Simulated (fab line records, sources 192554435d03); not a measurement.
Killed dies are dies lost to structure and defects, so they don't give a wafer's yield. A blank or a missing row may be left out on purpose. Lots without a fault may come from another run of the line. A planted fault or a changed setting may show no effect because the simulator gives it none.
Chamber matching | flow n5_finfet | N5_BEOL_M6_ALD_77 on ald_metal-01: 4 sister chambers
The step deposits TaN, target thk 2 nm, pulse time 2 s, purge time 3 s. 20 wafers are shown with their chamber, then 10 later ones without.

WAFERS WITH THEIR CHAMBER
wafer  | chamber | heater_power_w (W) | susceptor_temp_C (C)
L078.3 | 1       | 424                | 275.03
L078.4 | 3       | 462                | 274.86
L078.5 | 0       | 352                | 275.11
L080.1 | 3       | 454                | 274.75
L080.3 | 1       | 431                | 275.09
L080.6 | 3       | 442                | 274.92
L074.1 | 0       | 351                | 274.85
L074.5 | 1       | 420                | 274.86
L074.6 | 0       | 341                | 275.13
L081.2 | 0       | 362                | 275.00
L081.3 | 1       | 428                | 274.80
L081.5 | 0       | 358                | 274.83
L082.1 | 1       | 425                | 274.99
L082.2 | 0       | 344                | 275.29
L082.4 | 2       | 413                | 275.30
L084.1 | 0       | 347                | 275.05
L084.2 | 2       | 431                | 275.44
L084.6 | 3       | 451                | 274.80
L085.2 | 2       | 422                | 274.91
L085.3 | 0       | 362                | 275.04

SIGNATURES (means of the wafers above)
reading          | chamber 0 | chamber 1 | chamber 2 | chamber 3 | scatter within a chamber
heater_power_w   | 352.12    | 425.60    | 422.00    | 452.25    | 7.43
susceptor_temp_C | 275.0375  | 274.9540  | 275.2167  | 274.8325  | 0.155
Rule: a wafer's distance from a chamber is the root of the sum, over the readings, of the square of ((its reading less the chamber's mean) divided by the reading's scatter). The wafer belongs to the nearest chamber; if the next one is less than 2 further off, it can't be placed. The scatter: the root of (the sum of the squares of (reading less its chamber's mean) over the shown wafers, divided by (wafers less chambers)).

WAFERS WITHOUT THEIR CHAMBER
wafer  | heater_power_w (W) | susceptor_temp_C (C)
L085.6 | 450                | 275.12
L089.2 | 352                | 275.15
L089.3 | 419                | 274.98
L089.4 | 457                | 275.02
L093.1 | 447                | 275.08
L093.2 | 335                | 274.92
L093.4 | 418                | 274.96
L095.2 | 431                | 275.00
L095.3 | 457                | 275.30
L095.4 | 351                | 275.14

WHICH CHAMBER EACH WENT THROUGH
wafer  | from the rows above          | in truth
L085.6 | can't be placed: 3 or 1 or 2 | 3
L089.2 | 0                            | 0
L089.3 | can't be placed: 1 or 2      | 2
L089.4 | 3                            | 3
L093.1 | can't be placed: 3 or 1 or 2 | 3
L093.2 | 0                            | 0
L093.4 | can't be placed: 1 or 2      | 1
L095.2 | can't be placed: 1 or 2      | 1
L095.3 | can't be placed: 3 or 2 or 1 | 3
L095.4 | 0                            | 0
Placed correctly: 4 of 10. Can't be placed from these rows: 6 (the true chamber is among the candidates in 6). Placed wrongly: 0.
